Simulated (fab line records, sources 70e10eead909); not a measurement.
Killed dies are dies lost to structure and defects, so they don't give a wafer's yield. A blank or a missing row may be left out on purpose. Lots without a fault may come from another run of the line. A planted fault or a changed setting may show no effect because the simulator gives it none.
Which tool did it? | flow nand_harc | 22 lots, 66 wafers sampled, at 6 steps of a route of 1159

WHAT THE GAUGES READ, wafer by wafer
NHARC_A_CONTACT_CD_MEAS_69: target cd 200 nm. Usual: cd_nm 200.0 nm, standard deviation 0.44.
lot  | measured     | on        | cd_nm (nm)        | flag
L074 | day 16 10:25 | cd_sem-03 | 199.7 200.0 199.3 |
L077 | day 16 21:26 | cd_sem-02 | 199.4 199.7 199.8 |
L075 | day 17 02:21 | cd_sem-02 | 200.0 200.0 199.8 |
L076 | day 16 21:35 | cd_sem-01 | 199.5 199.4 199.6 |
L078 | day 17 02:42 | cd_sem-02 | 200.0 199.8 199.7 |
L079 | day 17 12:34 | cd_sem-01 | 200.9 200.3 200.4 |
L080 | day 17 13:43 | cd_sem-01 | 201.0 200.5 200.1 |
L082 | day 18 15:35 | cd_sem-01 | 200.1 199.5 199.8 |
L081 | day 18 06:13 | cd_sem-02 | 199.4 200.8 200.7 |
L084 | day 18 20:59 | cd_sem-01 | 200.2 200.7 200.0 |
L083 | day 18 18:39 | cd_sem-01 | 200.0 199.7 199.7 |
L087 | day 19 18:05 | cd_sem-01 | 200.9 200.5 200.1 |
L086 | day 19 16:19 | cd_sem-02 | 200.2 199.9 199.4 |
L088 | day 20 10:16 | cd_sem-01 | 199.2 199.8 199.0 |
L085 | day 20 02:02 | cd_sem-01 | 200.1 200.3 200.7 |
L090 | day 20 11:50 | cd_sem-03 | 199.7 199.3 199.6 |
L092 | day 20 14:49 | cd_sem-02 | 200.3 200.8 200.4 |
L091 | day 20 18:08 | cd_sem-03 | 200.2 200.2 199.8 |
L093 | day 21 02:10 | cd_sem-02 | 199.4 199.9 199.9 |
L095 | day 22 00:45 | cd_sem-02 | 199.6 199.5 199.7 |
L097 | day 22 08:40 | cd_sem-02 | 200.4 200.7 199.8 |
L096 | day 22 17:01 | cd_sem-03 | 199.7 200.0 199.9 |

WHICH TOOL RAN EACH LOT (tool, then ch and the chambers of the sampled wafers, then the start)
lot  | NHARC_A_STAIRCASE_ETCHBACK_416                | NHARC_A_SGD_CUT_ETCH_58            | NHARC_A_SLIT_STRIP_18                         | NHARC_A_CONTACT_ETCH_48            | NHARC_A_CONTACT_ETCH_116
L074 | rie_diel-08 ch 1,3, day 13 16:57 or earlier   | rie_diel-12 ch 0,2, day 13 16:57   | rie_diel-10 ch 1,2, day 16 03:58 or earlier   | rie_diel-07 ch 1,2,3, day 16 03:58 | har_cap_etch-01 ch 0,1, day 16 05:42
L077 | rie_diel-08 ch 0,2, day 14 08:12 or earlier   | rie_diel-06 ch 0,2, day 14 08:12   | rie_diel-11 ch 0,1,3, day 16 12:54 or earlier | rie_diel-04 ch 1,3, day 16 12:54   | har_cap_etch-03 ch 0,1, day 16 14:40
L075 | rie_diel-01 ch 0,2,3, day 14 09:56 or earlier | rie_diel-06 ch 1,2, day 14 09:56   | rie_diel-05 ch 0,2,3, day 16 19:17 or earlier | rie_diel-07 ch 0,1,2, day 16 19:17 | har_cap_etch-01 ch 0,1, day 16 21:04
L076 | rie_diel-01 ch 1,2,3, day 14 08:21 or earlier | rie_diel-12 ch 0,1, day 14 08:21   | rie_diel-05 ch 0,2,3, day 16 13:03 or earlier | rie_diel-07 ch 0,1,3, day 16 13:03 | har_cap_etch-02 ch 0,1, day 16 14:47
L078 | rie_diel-04 ch 0,1,2, day 14 10:14 or earlier | rie_diel-12 ch 0,1,3, day 14 10:14 | rie_diel-11 ch 1,2, day 16 19:38 or earlier   | rie_diel-08 ch 1,2, day 16 19:38   | har_cap_etch-03 ch 0,1, day 16 21:40
L079 | rie_diel-01 ch 0,1,3, day 14 22:13 or earlier | rie_diel-09 ch 1,2,3, day 14 22:13 | rie_diel-10 ch 0,1, day 17 03:55 or earlier   | rie_diel-07 ch 0,1,2, day 17 03:55 | har_cap_etch-01 ch 1, day 17 05:52
L080 | rie_diel-01 ch 0,2,3, day 14 21:55 or earlier | rie_diel-06 ch 0,1,2, day 14 21:55 | rie_diel-11 ch 0,2,3, day 17 07:10 or earlier | rie_diel-04 ch 0,2,3, day 17 07:10 | har_cap_etch-02 ch 0,1, day 17 08:58
L082 | rie_diel-01 ch 0,2,3, day 15 13:47 or earlier | rie_diel-09 ch 0,1, day 15 13:47   | rie_diel-10 ch 1,2,3, day 18 04:51 or earlier | rie_diel-08 ch 1,3, day 18 04:51   | har_cap_etch-03 ch 0,1, day 18 07:05
L081 | rie_diel-01 ch 1,3, day 15 13:20 or earlier   | rie_diel-06 ch 0,1,2, day 15 13:20 | rie_diel-05 ch 0,2, day 17 20:58 or earlier   | rie_diel-07 ch 0,3, day 17 20:58   | har_cap_etch-02 ch 0,1, day 17 22:45
L084 | rie_diel-08 ch 0,2,3, day 16 05:02 or earlier | rie_diel-09 ch 0,1, day 16 05:02   | rie_diel-05 ch 1,2,3, day 18 14:21 or earlier | rie_diel-07 ch 1,3, day 18 14:21   | har_cap_etch-02 ch 0,1, day 18 16:10
L083 | rie_diel-04 ch 1,2,3, day 16 07:22 or earlier | rie_diel-12 ch 0,2,3, day 16 07:22 | rie_diel-11 ch 1,2, day 18 11:36 or earlier   | rie_diel-07 ch 0,1,2, day 18 11:36 | har_cap_etch-01 ch 0,1, day 18 13:20
L087 | rie_diel-01 ch 0,2,3, day 17 01:31 or earlier | rie_diel-06 ch 2,3, day 17 01:31   | rie_diel-05 ch 0,1, day 19 11:29 or earlier   | rie_diel-07 ch 1,3, day 19 11:29   | har_cap_etch-03 ch 1, day 19 13:14
L086 | rie_diel-04 ch 0,1,2, day 17 01:13 or earlier | rie_diel-06 ch 0,1,2, day 17 01:13 | rie_diel-10 ch 1,2,3, day 19 09:41 or earlier | rie_diel-07 ch 0,1,2, day 19 09:41 | har_cap_etch-01 ch 0,1, day 19 11:25
L088 | rie_diel-01 ch 1,3, day 15 11:23              | rie_diel-09 ch 0,1, day 17 09:22   | rie_diel-11 ch 0,2,3, day 20 01:09 or earlier | rie_diel-08 ch 1,2, day 20 01:09   | har_cap_etch-02 ch 0,1, day 20 03:08
L085 | rie_diel-01 ch 1,2,3, day 17 10:08 or earlier | rie_diel-06 ch 0,1,3, day 17 10:08 | rie_diel-11 ch 1,3, day 19 18:55 or earlier   | rie_diel-08 ch 1,2,3, day 19 18:55 | har_cap_etch-02 ch 0,1, day 19 20:52
L090 | rie_diel-01 ch 0,1,2, day 15 23:47            | rie_diel-06 ch 0,2,3, day 17 21:09 | rie_diel-11 ch 0,2,3, day 20 02:15 or earlier | rie_diel-07 ch 0,2,3, day 20 02:15 | har_cap_etch-01 ch 0,1, day 20 04:12
L092 | rie_diel-01 ch 0,1,2, day 17 20:51 or earlier | rie_diel-09 ch 1,2,3, day 17 20:51 | rie_diel-05 ch 1,2,3, day 20 07:20 or earlier | rie_diel-07 ch 0,2,3, day 20 07:20 | har_cap_etch-01 ch 0,1, day 20 09:11
L091 | rie_diel-04 ch 0,1,3, day 16 04:55            | rie_diel-12 ch 0,2, day 17 21:19   | rie_diel-11 ch 1,2,3, day 20 10:52 or earlier | rie_diel-07 ch 0,3, day 20 10:52   | har_cap_etch-02 ch 0,1, day 20 12:43
L093 | rie_diel-08 ch 1,2,3, day 18 08:52 or earlier | rie_diel-12 ch 0,2,3, day 18 08:52 | rie_diel-11 ch 0,1,2, day 20 19:24 or earlier | rie_diel-04 ch 0,2,3, day 20 19:24 | har_cap_etch-01 ch 0,1, day 20 21:07
L095 | rie_diel-04 ch 0,3, day 18 22:52 or earlier   | rie_diel-09 ch 0,1,2, day 18 22:52 | rie_diel-10 ch 1,2, day 21 16:33 or earlier   | rie_diel-07 ch 2,3, day 21 16:33   | har_cap_etch-01 ch 0,1, day 21 18:21
L097 | rie_diel-04 ch 0,1, day 19 11:37 or earlier   | rie_diel-12 ch 1,3, day 19 11:37   | rie_diel-05 ch 0,1,3, day 22 01:55 or earlier | rie_diel-08 ch 0,2,3, day 22 01:55 | har_cap_etch-01 ch 0,1, day 22 03:41
L096 | rie_diel-04 ch 0,1,3, day 19 20:03 or earlier | rie_diel-12 ch 1,2,3, day 19 20:03 | rie_diel-11 ch 1,2,3, day 22 08:03 or earlier | rie_diel-08 ch 0,1,2, day 22 08:03 | har_cap_etch-03 ch 0,1, day 22 11:41
- NHARC_A_STAIRCASE_ETCHBACK_416: etches the open film in C4F8/O2/Ar, target depth 36 nm, time 7.2 s.
- NHARC_A_SGD_CUT_ETCH_58: etches the open film in CF4, target depth 39 nm, time 65 s.
- NHARC_A_SLIT_STRIP_18: strips in O2.
- NHARC_A_CONTACT_ETCH_48: etches the open film in CF4, target depth 39 nm, time 65 s.
- NHARC_A_CONTACT_ETCH_116: etches the open film in C4F8/O2/Ar, time 94 s, target depth 922 nm.

WHAT THE TOOLS THEMSELVES READ (means of the sampled wafers that have a number; where no wafer has one, the mark that the record gives instead)
NHARC_A_STAIRCASE_ETCHBACK_416. Usual: chamber_pressure_mTorr 24.996 mTorr, standard deviation 0.021; oes_product_au 0.94 a.u., standard deviation 0.031; rf_vpp_V 723 V, standard deviation 4.3.
lot  | tool        | chamber_pressure_mTorr (mTorr) | oes_product_au (a.u.) | rf_vpp_V (V) | flag
L074 | rie_diel-08 | 25.012                         | 1.00                  | 719          |
L077 | rie_diel-08 | 24.996                         | 0.92                  | 721          |
L075 | rie_diel-01 | 25.018                         | 0.92                  | 726          |
L076 | rie_diel-01 | 25.005                         | 0.92                  | 723          |
L078 | rie_diel-04 | 24.995                         | 0.91                  | 724          |
L079 | rie_diel-01 | 24.995                         | 0.99                  | 723          |
L080 | rie_diel-01 | 24.975                         | 0.92                  | 727          |
L082 | rie_diel-01 | 24.997                         | 0.92                  | 727          |
L081 | rie_diel-01 | 24.976                         | 0.92                  | 720          |
L084 | rie_diel-08 | 25.001                         | 0.92                  | 721          |
L083 | rie_diel-04 | 25.002                         | 0.96                  | 721          |
L087 | rie_diel-01 | 24.988                         | 0.99                  | 726          |
L086 | rie_diel-04 | 24.988                         | 0.93                  | 723          |
L088 | rie_diel-01 | 24.999                         | 0.99                  | 724          |
L085 | rie_diel-01 | 25.009                         | 0.93                  | 722          |
L090 | rie_diel-01 | 25.010                         | 0.92                  | 724          |
L092 | rie_diel-01 | 25.005                         | 0.92                  | 724          |
L091 | rie_diel-04 | 25.003                         | 0.99                  | 723          |
L093 | rie_diel-08 | 24.987                         | 0.93                  | 721          |
L095 | rie_diel-04 | 25.012                         | 0.93                  | 720          |
L097 | rie_diel-04 | 25.012                         | 0.93                  | 724          |
L096 | rie_diel-04 | 24.990                         | 0.92                  | 721          |

NHARC_A_SGD_CUT_ETCH_58. Usual: chamber_pressure_mTorr 50.00 mTorr, standard deviation 0.043; drypump_motor_current_A 5.8 A, standard deviation 0.49; oes_product_au 0.999 a.u., standard deviation 0.008; rf_vpp_V 151.1 V, standard deviation 1.1; showerhead_plenum_p_Torr 1.76 Torr, standard deviation 0.058; throttle_valve_pct 13.285 %, standard deviation 0.009.
lot  | tool        | chamber_pressure_mTorr (mTorr) | drypump_motor_current_A (A) | oes_product_au (a.u.) | rf_vpp_V (V) | showerhead_plenum_p_Torr (Torr) | throttle_valve_pct (%) | flag
L074 | rie_diel-12 | 50.03                          | 6.2                         | 0.998                 | 151.0        | 1.78                            | 13.280                 |
L077 | rie_diel-06 | 50.01                          | 5.3                         | 0.999                 | 151.3        | 1.76                            | 13.284                 |
L075 | rie_diel-06 | 49.96                          | 5.7                         | 0.994                 | 151.2        | 1.77                            | 13.292                 |
L076 | rie_diel-12 | 49.97                          | 5.6                         | 1.012                 | 151.0        | 1.68                            | 13.278                 |
L078 | rie_diel-12 | 50.02                          | 5.9                         | 0.998                 | 150.5        | 1.72                            | 13.285                 |
L079 | rie_diel-09 | 49.98                          | 5.7                         | 1.001                 | 150.9        | 1.76                            | 13.276                 |
L080 | rie_diel-06 | 50.04                          | 5.6                         | 1.005                 | 150.2        | 1.76                            | 13.283                 |
L082 | rie_diel-09 | 50.04                          | 5.1                         | 0.999                 | 151.0        | 1.81                            | 13.290                 |
L081 | rie_diel-06 | 49.96                          | 5.6                         | 0.997                 | 151.3        | 1.76                            | 13.279                 |
L084 | rie_diel-09 | 50.05                          | 5.1                         | 0.999                 | 151.6        | 1.81                            | 13.282                 |
L083 | rie_diel-12 | 49.98                          | 6.2                         | 1.000                 | 151.6        | 1.77                            | 13.279                 |
L087 | rie_diel-06 | 49.94                          | 5.3                         | 0.997                 | 151.4        | 1.75                            | 13.281                 |
L086 | rie_diel-06 | 50.00                          | 5.6                         | 0.991                 | 151.3        | 1.76                            | 13.290                 |
L088 | rie_diel-09 | 50.01                          | 5.1                         | 0.995                 | 151.5        | 1.84                            | 13.288                 |
L085 | rie_diel-06 | 50.01                          | 5.9                         | 0.998                 | 150.0        | 1.74                            | 13.278                 |
L090 | rie_diel-06 | 49.99                          | 5.6                         | 1.000                 | 151.2        | 1.74                            | 13.288                 |
L092 | rie_diel-09 | 50.00                          | 5.7                         | 0.999                 | 150.9        | 1.76                            | 13.285                 |
L091 | rie_diel-12 | 50.01                          | 6.1                         | 0.991                 | 150.5        | 1.72                            | 13.276                 |
L093 | rie_diel-12 | 50.03                          | 6.2                         | 1.012                 | 150.9        | 1.77                            | 13.288                 |
L095 | rie_diel-09 | 50.00                          | 5.6                         | 0.996                 | 151.1        | 1.78                            | 13.294                 |
L097 | rie_diel-12 | 50.03                          | 6.1                         | 1.002                 | 151.2        | 1.77                            | 13.275                 |
L096 | rie_diel-12 | 49.99                          | 6.1                         | 1.006                 | 151.9        | 1.78                            | 13.290                 |

NHARC_A_SLIT_STRIP_18. Usual: chamber_pressure_mTorr 59.99 mTorr, standard deviation 0.059; drypump_motor_current_A 5.9 A, standard deviation 0.33; oes_product_au 1.002 a.u., standard deviation 0.008; rf_vpp_V 57.8 V, standard deviation 0.99; showerhead_plenum_p_Torr 3.52 Torr, standard deviation 0.14; throttle_valve_pct 17.038 %, standard deviation 0.0083.
lot  | tool        | chamber_pressure_mTorr (mTorr) | drypump_motor_current_A (A) | oes_product_au (a.u.) | rf_vpp_V (V) | showerhead_plenum_p_Torr (Torr) | throttle_valve_pct (%) | flag
L074 | rie_diel-10 | 60.02                          | 5.5                         | 1.011                 | 58.0         | 3.52                            | 17.035                 |
L077 | rie_diel-11 | 60.04                          | 6.1                         | 0.997                 | 57.8         | 3.51                            | 17.035                 |
L075 | rie_diel-05 | 60.00                          | 5.8                         | 0.998                 | 57.4         | 3.57                            | 17.035                 |
L076 | rie_diel-05 | 60.01                          | 5.9                         | 1.002                 | 57.2         | 3.57                            | 17.033                 |
L078 | rie_diel-11 | 59.93                          | 6.0                         | 1.004                 | 57.6         | 3.60                            | 17.034                 |
L079 | rie_diel-10 | 60.00                          | 5.6                         | 1.001                 | 57.8         | 3.65                            | 17.031                 |
L080 | rie_diel-11 | 59.99                          | 6.0                         | 0.990                 | 57.5         | 3.61                            | 17.030                 |
L082 | rie_diel-10 | 59.97                          | 5.7                         | 1.007                 | 56.6         | 3.43                            | 17.040                 |
L081 | rie_diel-05 | 60.02                          | 6.0                         | 0.999                 | 57.3         | 3.49                            | 17.034                 |
L084 | rie_diel-05 | 59.97                          | 5.6                         | 1.001                 | 57.6         | 3.54                            | 17.033                 |
L083 | rie_diel-11 | 59.99                          | 6.1                         | 0.997                 | 58.2         | 3.49                            | 17.041                 |
L087 | rie_diel-05 | 60.00                          | 5.6                         | 0.997                 | 57.2         | 3.38                            | 17.038                 |
L086 | rie_diel-10 | 60.01                          | 5.7                         | 1.013                 | 57.2         | 3.42                            | 17.038                 |
L088 | rie_diel-11 | 60.04                          | 6.0                         | 1.005                 | 57.8         | 3.61                            | 17.036                 |
L085 | rie_diel-11 | 59.99                          | 6.2                         | 0.999                 | 58.1         | 3.56                            | 17.044                 |
L090 | rie_diel-11 | 59.96                          | 6.0                         | 1.004                 | 58.9         | 3.61                            | 17.039                 |
L092 | rie_diel-05 | 60.02                          | 5.6                         | 0.998                 | 57.9         | 3.54                            | 17.034                 |
L091 | rie_diel-11 | 60.07                          | 6.1                         | 0.997                 | 58.3         | 3.58                            | 17.036                 |
L093 | rie_diel-11 | 60.01                          | 6.1                         | 1.004                 | 58.1         | 3.53                            | 17.037                 |
L095 | rie_diel-10 | 59.98                          | 5.7                         | 1.009                 | 57.5         | 3.44                            | 17.041                 |
L097 | rie_diel-05 | 60.01                          | 5.5                         | 1.008                 | 58.7         | 3.50                            | 17.035                 |
L096 | rie_diel-11 | 59.99                          | 6.1                         | 0.998                 | 58.1         | 3.57                            | 17.042                 |

NHARC_A_CONTACT_ETCH_48. Usual: chamber_pressure_mTorr 50.00 mTorr, standard deviation 0.043; drypump_motor_current_A 5.3 A, standard deviation 0.48; oes_product_au 0.999 a.u., standard deviation 0.0075; rf_vpp_V 151.3 V, standard deviation 1.1; showerhead_plenum_p_Torr 1.78 Torr, standard deviation 0.071; throttle_valve_pct 13.284 %, standard deviation 0.0091.
lot  | tool        | chamber_pressure_mTorr (mTorr) | drypump_motor_current_A (A) | oes_product_au (a.u.) | rf_vpp_V (V) | showerhead_plenum_p_Torr (Torr) | throttle_valve_pct (%) | flag
L074 | rie_diel-07 | 49.99                          | 5.0                         | 1.000                 | 151.2        | 1.79                            | 13.290                 |
L077 | rie_diel-04 | 50.03                          | 5.6                         | 0.993                 | 150.5        | 1.73                            | 13.289                 |
L075 | rie_diel-07 | 49.99                          | 5.1                         | 0.996                 | 151.9        | 1.82                            | 13.280                 |
L076 | rie_diel-07 | 50.00                          | 5.1                         | 0.995                 | 151.4        | 1.79                            | 13.289                 |
L078 | rie_diel-08 | 49.96                          | 5.6                         | 0.999                 | 151.6        | 1.82                            | 13.285                 |
L079 | rie_diel-07 | 50.01                          | 5.1                         | 0.996                 | 151.4        | 1.82                            | 13.280                 |
L080 | rie_diel-04 | 49.96                          | 6.0                         | 0.995                 | 151.2        | 1.74                            | 13.272                 |
L082 | rie_diel-08 | 49.99                          | 5.8                         | 0.999                 | 150.0        | 1.66                            | 13.282                 |
L081 | rie_diel-07 | 49.97                          | 5.2                         | 0.998                 | 151.1        | 1.78                            | 13.280                 |
L084 | rie_diel-07 | 50.01                          | 5.0                         | 1.001                 | 151.7        | 1.80                            | 13.276                 |
L083 | rie_diel-07 | 50.01                          | 5.1                         | 0.999                 | 152.4        | 1.82                            | 13.282                 |
L087 | rie_diel-07 | 49.98                          | 5.1                         | 1.004                 | 151.3        | 1.75                            | 13.281                 |
L086 | rie_diel-07 | 49.98                          | 5.1                         | 0.996                 | 152.4        | 1.82                            | 13.280                 |
L088 | rie_diel-08 | 50.04                          | 5.6                         | 1.003                 | 151.8        | 1.81                            | 13.277                 |
L085 | rie_diel-08 | 49.99                          | 5.7                         | 1.003                 | 151.3        | 1.74                            | 13.280                 |
L090 | rie_diel-07 | 50.00                          | 5.1                         | 0.997                 | 150.6        | 1.78                            | 13.302                 |
L092 | rie_diel-07 | 50.03                          | 5.1                         | 0.998                 | 151.9        | 1.78                            | 13.290                 |
L091 | rie_diel-07 | 50.01                          | 5.2                         | 0.982                 | 150.6        | 1.74                            | 13.283                 |
L093 | rie_diel-04 | 50.02                          | 6.0                         | 1.001                 | 150.6        | 1.74                            | 13.289                 |
L095 | rie_diel-07 | 50.03                          | 5.0                         | 1.001                 | 151.5        | 1.77                            | 13.279                 |
L097 | rie_diel-08 | 49.97                          | 5.5                         | 1.012                 | 152.4        | 1.90                            | 13.281                 |
L096 | rie_diel-08 | 50.03                          | 5.8                         | 0.994                 | 151.8        | 1.82                            | 13.291                 |

NHARC_A_CONTACT_ETCH_116. Usual: chamber_pressure_mTorr 19.999 mTorr, standard deviation 0.019.
lot  | tool            | chamber_pressure_mTorr (mTorr) | flag
L074 | har_cap_etch-01 | 19.996                         |
L077 | har_cap_etch-03 | 20.008                         |
L075 | har_cap_etch-01 | 19.994                         |
L076 | har_cap_etch-02 | 19.978                         |
L078 | har_cap_etch-03 | 19.997                         |
L079 | har_cap_etch-01 | 19.993                         |
L080 | har_cap_etch-02 | 19.988                         |
L082 | har_cap_etch-03 | 19.984                         |
L081 | har_cap_etch-02 | 19.994                         |
L084 | har_cap_etch-02 | 20.001                         |
L083 | har_cap_etch-01 | 19.985                         |
L087 | har_cap_etch-03 | 19.997                         |
L086 | har_cap_etch-01 | 20.012                         |
L088 | har_cap_etch-02 | 19.998                         |
L085 | har_cap_etch-02 | 19.993                         |
L090 | har_cap_etch-01 | 20.015                         |
L092 | har_cap_etch-01 | 19.994                         |
L091 | har_cap_etch-02 | 19.987                         |
L093 | har_cap_etch-01 | 20.015                         |
L095 | har_cap_etch-01 | 20.001                         |
L097 | har_cap_etch-01 | 20.001                         |
L096 | har_cap_etch-03 | 19.992                         |

THE ANSWER, worked out from the rows above alone
Rule: a lot is off if the mean of its wafers that have a number lies more than 3 standard deviations from the usual mean. A lot without any number at a reading at which 4 lots or more have one is off too. The other lots that the step has rows for count as sound. The gauges are gone through in route order, then the tools' own readings, and for those a lot's mean is taken as printed above. The first step at which some lot is off is used, and at that step the reading that is off furthest; a lot without a number counts as furthest.
No lot is off at any reading shown: from this, nothing can be told.

WHAT THE SIMULATOR HAD PUT IN
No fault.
